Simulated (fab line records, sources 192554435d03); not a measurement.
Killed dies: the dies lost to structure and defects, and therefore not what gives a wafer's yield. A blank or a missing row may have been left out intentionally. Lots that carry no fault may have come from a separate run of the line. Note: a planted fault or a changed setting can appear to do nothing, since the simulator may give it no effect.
Struck lot and sound lot, side by side ; flow n5_finfet ; 36 steps out of a route of 1938
Sound: the wafers L383.1, L383.4, L383.6. Struck: wafer L394.2. (L394.3, L394.6 of the same lot were not struck and are left out.) The cause comes at the end.
Each step with rows lists, per side, the tool, then ch with its chambers, then its first start. Under that, the readings that differ: sound wafers ; struck wafers ; difference of the means ; sigmas: that difference in standard deviations of wafers without a fault.
alike: readings whose means differ by less than 2 such deviations, and words and numbers that are the same on both sides. not compared: withheld readings, readings that some wafer has no value for, bounds like >300 that may hide the same value, and numbers for which the record gives no deviation and whose values overlap.
Wherever a step has rows on one side only, a row that says differs or no value, or a row with sigmas, the two part there. Numbers that don't overlap but have no deviation are shown without sigmas and don't part them. A reading missing from all wafers of one side parts the sides only when that side holds two or more wafers.

first, 9 steps without rows for these wafers: N5_MOL_CONTACT_COAG_EXPOSE_05 (exposes mask CA, defocus 0 nm); N5_MOL_CONTACT_COAG_PEB_06 (peb time 60 s); N5_MOL_CONTACT_COAG_DEVELOP_07 (develop time 30 s); N5_MOL_CONTACT_COAG_DESCUM_13 (chemistry O2, time 7 s); N5_MOL_CONTACT_COAG_ETCH_59 (etches underlayer in N2/H2, target depth 13 nm, time 10.4 s); N5_MOL_CONTACT_COAG_ETCH_105 (etches SiARC in CF4, target depth 15.6 nm, time 26 s); N5_MOL_CONTACT_COAG_ETCH_106 (etches SOC in N2/H2, target depth 80 nm, overetch 16 nm, time 120 s); N5_MOL_CONTACT_COAG_STRIP_107 (strips in N2/H2); N5_MOL_CONTACT_COAG_STRIP_108 (strips in N2/H2).
N5_MOL_CONTACT_COAG_CONTACT_ETCH_14: etches SiO2 in C4F6/O2, target depth 27.5 nm, overetch 8.5 nm, time 20 s.
  sound on rie_diel-02 ch 1,3, day 6 17:53; struck on rie_diel-02 ch 0, day 9 13:04
reading;sound;struck;difference;sigmas
oes_f_703_au (a.u.);0.71 0.86 0.72;0.52;-0.24;-4
rf_fwd_power_W (W);361.6 364.4 361.8;276.8;-85.8;-37
rf_vpp_V (V);695.9 691.8 697.2;741.3;+46.3;+17
showerhead_plenum_p_Torr (Torr);3.02 2.80 3.01;2.66;-0.28;-3
model.SOC_of_MOL_CONTACT_COAG_COAT_103.thk_nm (nm);78.4 78.2 78.6;78.8;+0.4;
  alike: chamber_pressure_mTorr, drypump_motor_current_A, oes_ar_750_au, oes_product_au, throttle_valve_pct
  not compared: rf_hours_counter_h
then, 2 steps without rows for these wafers: N5_MOL_CONTACT_COAG_STRIP_109 (strips in C4F6/O2); N5_MOL_CONTACT_COAG_ETCH_15 (etches SiNx in CH3F/O2, stops on Si:P, target depth 7 nm).
N5_MOL_CONTACT_COAG_ETCH_110: etches Si in CF4/O2, target depth 2.5 nm, time 8 s.
  sound on rie_diel-02 ch 1,3, day 6 17:58; struck on rie_diel-02 ch 0, day 9 13:10
reading;sound;struck;difference;sigmas
showerhead_plenum_p_Torr (Torr);2.31 2.16 2.31;2.04;-0.22;-3
  alike: chamber_pressure_mTorr, drypump_motor_current_A, oes_ar_750_au, oes_f_703_au, oes_product_au, rf_fwd_power_W, rf_vpp_V, throttle_valve_pct
  not compared: rf_hours_counter_h, model.SOC_of_MOL_CONTACT_COAG_COAT_103.thk_nm
then, 22 steps without rows for these wafers: N5_MOL_CONTACT_COAG_STRIP_98 (strips in N2/H2); N5_MOL_CONTACT_COAG_IMPLANT_129; N5_MOL_CONTACT_COAG_PRECLEAN_111 (cleans in NF3:NH3, afs cycles 1, time 20 s, sublimation time 60 s); N5_MOL_CONTACT_COAG_TI_SIL_19 (material Ti, target thk 4.2 nm, time 15 s); N5_MOL_CONTACT_COAG_ALD_20 (deposits TiN, target thk 1.5 nm, pulse time 1 s, purge time 3 s); N5_MOL_CONTACT_COAG_SIL_ANNEAL_21 (time 60 s); N5_MOL_CONTACT_COAG_PRE_CLEAN_141 (time 60 s); N5_MOL_CONTACT_COAG_SPUTTER_143 (material Co, target thk 2.5 nm); N5_MOL_CONTACT_COAG_CO_FILL_22 (material Co, precursor CCTBA/H2, target thk 20 nm); N5_MOL_CONTACT_COAG_ANNEAL_113 (time 300 s); N5_MOL_CONTACT_COAG_PRE_CLEAN_142 (time 60 s); N5_MOL_CONTACT_COAG_SPUTTER_130 (material Co, target thk 47.5 nm); N5_MOL_CONTACT_COAG_PRECLEAN_125 (cleans in DIW, time 57.5 s); N5_MOL_CONTACT_COAG_SRD_126 (dry time 32 s); N5_MOL_CONTACT_COAG_CMP_23 (polishes, stops on SiO2, t overpolish 1.5 s, target thk 0 nm); N5_MOL_CONTACT_COAG_WET_ETCH_26 (target Co, target depth 13 nm); N5_MOL_CONTACT_COAG_WET_ETCH_116 (etches the open film in SC1-inhibited, target depth 4.6 nm, rinse time 30 s); N5_MOL_CONTACT_COAG_ALD_27 (deposits SiOC, target thk 17 nm, pulse time 1.5 s, time 2720 s); N5_MOL_CONTACT_COAG_CMP_28 (polishes, stops on SiNx, t overpolish 0.85 s, target thk 14.522 nm); N5_MOL_CONTACT_COAG_ALD_123 (deposits SiNx, target thk 5 nm, pulse time 1 s, purge time 2 s); N5_MOL_CONTACT_COAG_PECVD_31 (deposits SiO2 from TEOS/O2, target thk 46 nm, time 8.9 s); N5_MOL_CONTACT_COAG_COAT_75 (time 60 s, resist thk 60 nm).
-- here the record skips 4 days between the struck wafers' starts before and after, leaving off in module MOL_CONTACT_COAG and picking up in module BEOL_M4 (first step shown: number 1111 of the route) --
N5_BEOL_M4_RC_MEAS_101:
  sound on prober-01 ch 0, day 10 15:28; struck on prober-01 ch 0, day 13 02:49
reading;sound;struck;difference;sigmas
RC_DENSE_N (ohm.um);18.7 19.1 19.5;29.7;+10.6;+26
RC_DENSE_P (ohm.um);23.5 23.9 24.2;36.7;+12.8;+24
RC_N (ohm.um);15.5 15.5 15.8;24.1;+8.5;+26
RC_P (ohm.um);19.1 19.3 19.6;29.8;+10.5;+24
REXT_N (ohm.um);78.0 78.2 78.9;83.8;+5.4;+3
REXT_P (ohm.um);100.5 100.3 100.8;108.5;+8.0;+4
SS_N (mV/dec);71.3 70.8 70.4;72.2;+1.4;+2
  alike: DIBL_N, DIBL_P, IOFF_N, IOFF_P, ION_N, ION_P, SS_P, VT_N, VT_P

## WHERE THEY PART
Last at N5_BEOL_M4_RC_MEAS_101 as far as this record goes, first at N5_MOL_CONTACT_COAG_CONTACT_ETCH_14.

WHY: the cause the simulator had injected
rie_diel-02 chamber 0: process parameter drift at N5_MOL_CONTACT_COAG_CONTACT_ETCH_14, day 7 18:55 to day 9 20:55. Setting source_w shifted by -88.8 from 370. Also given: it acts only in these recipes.
